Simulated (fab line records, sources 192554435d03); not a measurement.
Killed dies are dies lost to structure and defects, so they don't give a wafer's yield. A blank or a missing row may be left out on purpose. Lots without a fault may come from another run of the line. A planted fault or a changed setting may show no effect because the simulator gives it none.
fab line records | flow n5_finfet
record lots=7 wafers=21 last_day=18
route steps=1938 shown DUMMY_REMOVAL@384 HKMG_FIN@385
lots that met no fault: from a run of the same line without faults
start_h: hours from the record's first day to the start of the lot's first wafer shown | wait_h: hours since the lot's step before | " the same as in the row above | L1.1+2: a row that stands for several wafers | - no value, or no start given | * or withheld: withheld | < > ~ a bound
route shown NAME@n: a module of which the file shows steps, and the number in the route of the first | usual: mean/standard deviation of fault-free wafers | same: alike in all rows | chamber/n: place in a boat | sites: the reading at each site | _std_site: their standard deviation | _edge_site: outer sites' mean less inner sites' | radius_mm: how far each site lies from the wafer's centre | mask NAME#n: copy n | behind: the tool/chamber that last shaped the wafer | hold: why the lot was held/for how many hours/how that ended | device: the transistor (n, p or np) that didn't switch | end of line: the same wafers' tests at the end of the route | a step without rows: its recipe alone | killed: dies lost to structure and defects at the first sort, not the wafer's yield | map: a wafer's dies, x killed, . not, _ none there
set.NAME: the setting as run; set.NAME@STEP: as run at that earlier step | model.NAME: the simulator's own value behind a step, which no gauge read
lots at some steps of the route; a table a step, a row a wafer
services: from which hour (start_h, from the record's first day; less than 0 if before it) a tool's chamber was out of use, for how many hours, and why
## steps
# step N5_DUMMY_REMOVAL_SRD_05
# recipe dry=ipa_marangoni do_ppb=5 time_s=30 temp_c=23 rinse_liquid=diw
# step N5_HKMG_FIN_IL_REGROW_00
# recipe material=SiO2 target_thk_a=7.5 chemistry=O3 temp_c=withheld time_s=30
# step N5_HKMG_FIN_HK_ALD_01
# recipe material=HfO2 target_thk_a=16 temp_c=withheld ald_precursor_family=HfCl4 ald_co_reactant=H2O pulse_time_s=3 purge_time_s=3 co_reactant_purge_time_s=2.5 co_reactant_pulse_time_s=0.3 ald_cycles=30
# usual precursor_pulse_height_rel=1.001/0.021
# columns lot.wafer tool chamber start_h wait_h precursor_pulse_height_rel since_wet_clean_h
L302.2 ald_hk-02 2 89.34 0.0 0.993 1865
L302.3 " 1 " " 1.038 1865
L302.5 " 3 " " 1.004 -
L304.2 ald_hk-02 2 102.62 0.0 0.997 1879
L304.4 " 3 " " 1.002 1879
L304.6 " 0 " " 0.998 -
L315.2 ald_hk-01 3 165.99 0.0 1.005 1046
L315.4 " 2 " " 0.988 1046
L315.6 " 1 " " 1.029 -
L316.1 ald_hk-01 0 174.07 0.0 1.009 1054
L316.5 " 0 " " 1.019 -
L316.6 " 1 " " 0.963 -
L317.3 ald_hk-01 1 178.21 0.0 0.978 1058
L317.4 " 3 " " 0.972 1058
L317.6 " 1 " " 1.014 -
L318.1 ald_hk-02 1 185.84 0.0 0.984 1962
L318.3 " 3 " " 0.974 1962
L318.5 " 3 " " 1.011 -
L322.2 ald_hk-01 0 208.19 0.0 0.967 1088
L322.3 " 3 " " 1.035 1088
L322.6 " 1 " " 0.995 -
# step N5_HKMG_FIN_HK_ANNEAL_02
# recipe temp_c=700 time_s=30 ambient=N2 idle_temp_c=600 ramp_up_c_per_s=150 ramp_down_c_per_s=60 cool_to_c=600
# usual lamp_power_pct=8.80/0.052 wafer_temp_C_max=702.9/0.66
# columns lot.wafer tool chamber start_h wait_h lamp_power_pct wafer_temp_C_max
L302.2 rtp_anneal-02 0 89.56 0.1 8.79 702.7
L302.3 " 0 " " 8.74 702.0
L302.5 " 0 " " 8.82 703.2
L304.2 rtp_anneal-01 0 102.84 0.1 8.70 702.4
L304.4 " 0 " " 8.77 702.6
L304.6 " 0 " " 8.87 702.3
L315.2 rtp_anneal-02 0 166.22 0.2 8.78 704.4
L315.4 " 0 " " 8.77 703.2
L315.6 " 0 " " 8.81 703.0
L316.1 rtp_anneal-02 0 174.25 0.1 8.85 703.0
L316.5 " 0 " " 8.73 703.7
L316.6 " 0 " " 8.81 701.9
L317.3 rtp_anneal-02 0 178.46 0.2 8.84 702.8
L317.4 " 0 " " 8.79 702.5
L317.6 " 0 " " 8.84 701.7
L318.1 rtp_anneal-01 0 186.22 0.3 8.82 702.6
L318.3 " 0 " " 8.74 703.9
L318.5 " 0 " " 8.74 703.6
L322.2 rtp_anneal-01 0 208.53 0.3 8.84 702.9
L322.3 " 0 " " 8.72 701.8
L322.6 " 0 " " 8.85 702.7
# step N5_HKMG_FIN_ALD_74
# recipe material=La2O3 target_thk_a=5 temp_c=250 ald_precursor_family=La-Cp ald_co_reactant=O3 pulse_time_s=6 co_reactant_pulse_time_s=1 purge_time_s=3 co_reactant_purge_time_s=3
# usual heater_power_w=337/39 precursor_pulse_height_rel=0.998/0.019
# columns lot.wafer tool chamber start_h wait_h heater_power_w precursor_pulse_height_rel since_wet_clean_h
L302.2 ald_hk-01 1 89.75 0.2 382 1.003 970
L302.3 " 3 " " 361 1.009 970
L302.5 " 3 " " 354 0.964 -
L304.2 ald_hk-01 3 103.04 0.2 352 1.023 983
L304.4 " 2 " " 381 0.990 983
L304.6 " 1 " " 378 0.977 -
L315.2 ald_hk-03 2 166.41 0.2 259 0.990 136
L315.4 " 1 " " 290 1.012 136
L315.6 " 0 " " 343 0.964 -
L316.1 ald_hk-03 2 174.47 0.2 255 1.010 144
L316.5 " 0 " " 337 0.956 -
L316.6 " 1 " " 300 0.968 -
L317.3 ald_hk-03 3 178.61 0.1 348 0.989 149
L317.4 " 1 " " 291 0.974 149
L317.6 " 2 " " 261 1.007 -
L318.1 ald_hk-03 1 186.43 0.2 289 0.991 156
L318.3 " 2 " " 267 0.965 156
L318.5 " 2 " " 271 0.940 -
L322.2 ald_hk-02 3 208.72 0.2 367 0.999 1985
L322.3 " 2 " " 314 1.008 1985
L322.6 " 0 " " 391 1.004 -
# step N5_HKMG_FIN_ALD_75
# recipe material=Al2O3 target_thk_a=10 temp_c=150 ald_precursor_family=TMA ald_co_reactant=H2O pulse_time_s=withheld co_reactant_pulse_time_s=1
# usual heater_power_w=146/17 precursor_pulse_height_rel=1.000/0.019
# columns lot.wafer tool chamber start_h wait_h heater_power_w precursor_pulse_height_rel
L302.2 ald_hk-01 1 89.90 0.1 163 0.995
L302.3 " 3 " " 153 0.972
L302.5 " 3 " " 155 1.003
L304.2 ald_hk-01 3 103.19 0.1 151 1.000
L304.4 " 2 " " 163 1.000
L304.6 " 1 " " 167 1.003
L315.2 ald_hk-03 2 166.49 0.0 112 1.031
L315.4 " 1 " " 125 0.993
L315.6 " 0 " " 149 0.961
L316.1 ald_hk-03 2 174.55 0.0 113 1.006
L316.5 " 0 " " 149 0.997
L316.6 " 1 " " 126 1.019
L317.3 ald_hk-03 3 178.69 0.0 150 0.997
L317.4 " 1 " " 125 1.041
L317.6 " 2 " " 113 1.014
L318.1 ald_hk-03 1 186.51 0.0 125 1.016
L318.3 " 2 " " 112 1.030
L318.5 " 2 " " 112 0.979
L322.2 ald_hk-02 3 208.87 0.1 154 1.010
L322.3 " 2 " " 132 0.984
L322.6 " 0 " " 173 1.016
# step N5_HKMG_FIN_COAT_41
# recipe resist=SOC temp_c=250 time_s=60 spin_rpm=1500 resist_thk_nm=300
# step N5_HKMG_FIN_COAT_42
# recipe resist=SiARC temp_c=220 time_s=60 spin_rpm=1500 resist_thk_nm=35
# step N5_HKMG_FIN_COAT_43
# recipe resist=CAR-ArF spin_rpm=1500 resist_thk_nm=90
# step N5_HKMG_FIN_EBR_45
# recipe solvent=PGMEA ebr_width_mm=1.5
# step N5_HKMG_FIN_SOFTBAKE_44
# recipe temp_c=110 time_s=60 resist=CAR-ArF
# step N5_HKMG_FIN_EXPOSE_46
# recipe mask_id=NDIPOLE na=1.35 source_shape=conventional sigma_outer=0.8 polarization=unpolarized dose_mj=40
# step N5_HKMG_FIN_PEB_47
# recipe peb_temp_c=withheld peb_time_s=60 resist=CAR-ArF
# usual chill_plate_temp_C=22.99/0.11 exhaust_pa=44.9/0.83 resist_line_temp_C=23.02/0.1
# columns lot.wafer tool chamber start_h wait_h chill_plate_temp_C exhaust_pa resist_line_temp_C
L302.2 litho_track-05 0 90.38 0.0 22.97 44.5 23.25
L302.3 " 0 " " 22.90 46.4 23.20
L302.5 " 0 " " 22.83 43.9 23.07
L304.2 litho_track-05 0 103.54 0.0 23.08 44.9 22.97
L304.4 " 0 " " 22.97 45.0 23.16
L304.6 " 0 " " 23.08 44.4 23.00
L315.2 litho_track-03 - 166.76 0.0 - - -
L315.4 " - " " - - -
L315.6 " - " " - - -
L316.1 litho_track-05 - 174.82 0.1 - - -
L316.5 " - " " - - -
L316.6 " - " " - - -
L317.3 litho_track-04 - 179.09 0.0 - - -
L317.4 " - " " - - -
L317.6 " - " " - - -
L318.1 litho_track-05 0 186.91 0.1 22.88 43.7 23.08
L318.3 " 0 " " 22.92 44.3 23.14
L318.5 " 0 " " 22.99 43.8 23.01
L322.2 litho_track-05 0 209.34 0.0 22.91 46.0 23.08
L322.3 " 0 " " 22.97 45.1 23.16
L322.6 " 0 " " 22.86 44.8 23.11
# step N5_HKMG_FIN_DEVELOP_48
# recipe develop_time_s=30 developer=TMAH resist=CAR-ArF rinse_liquid=diw dry=air_spin dev_temp_c=23
## services
# columns tool chamber start_h hours kind
ald_hk-03 - 112.37 0.3 repair
litho_track-05 - 133.47 - consumable_replace:filter
litho_track-04 - 139.11 - consumable_replace:filter
litho_track-03 - 147.44 - consumable_replace:filter
litho_track-04 - 168.14 - consumable_replace:filter
ald_hk-01 - 169.19 0.2 repair
## key
first_sign step=N5_HKMG_FIN_PEB_47 reading=tool_record direction=missing
effect none on later readings
met_at N5_HKMG_FIN_PEB_47
struck_wafers L315.2,L315.4,L315.6,L316.1,L316.5,L316.6,L317.3,L317.4,L317.6
later_rows_left_out L315.2,L315.4,L315.6,L316.1,L316.5,L316.6,L317.3,L317.4,L317.6
sort_left_out L315.2,L315.4,L315.6,L316.1,L316.5,L316.6,L317.3,L317.4,L317.6
onset_between 103.54 166.76
fault kind=skipped_step_whole tool=litho_track-03,litho_track-04,litho_track-05 chamber=- onset_h=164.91 steps=N5_HKMG_FIN_PEB_47 scope=struck_lots_only
# sort_left_out: the simulated sort isn't trusted on such a fault, so these wafers' sort isn't shown, and their yield isn't known
# later_rows_left_out: the simulator's readings of these wafers behind a module that went badly wrong aren't trusted and aren't shown, but for the sort
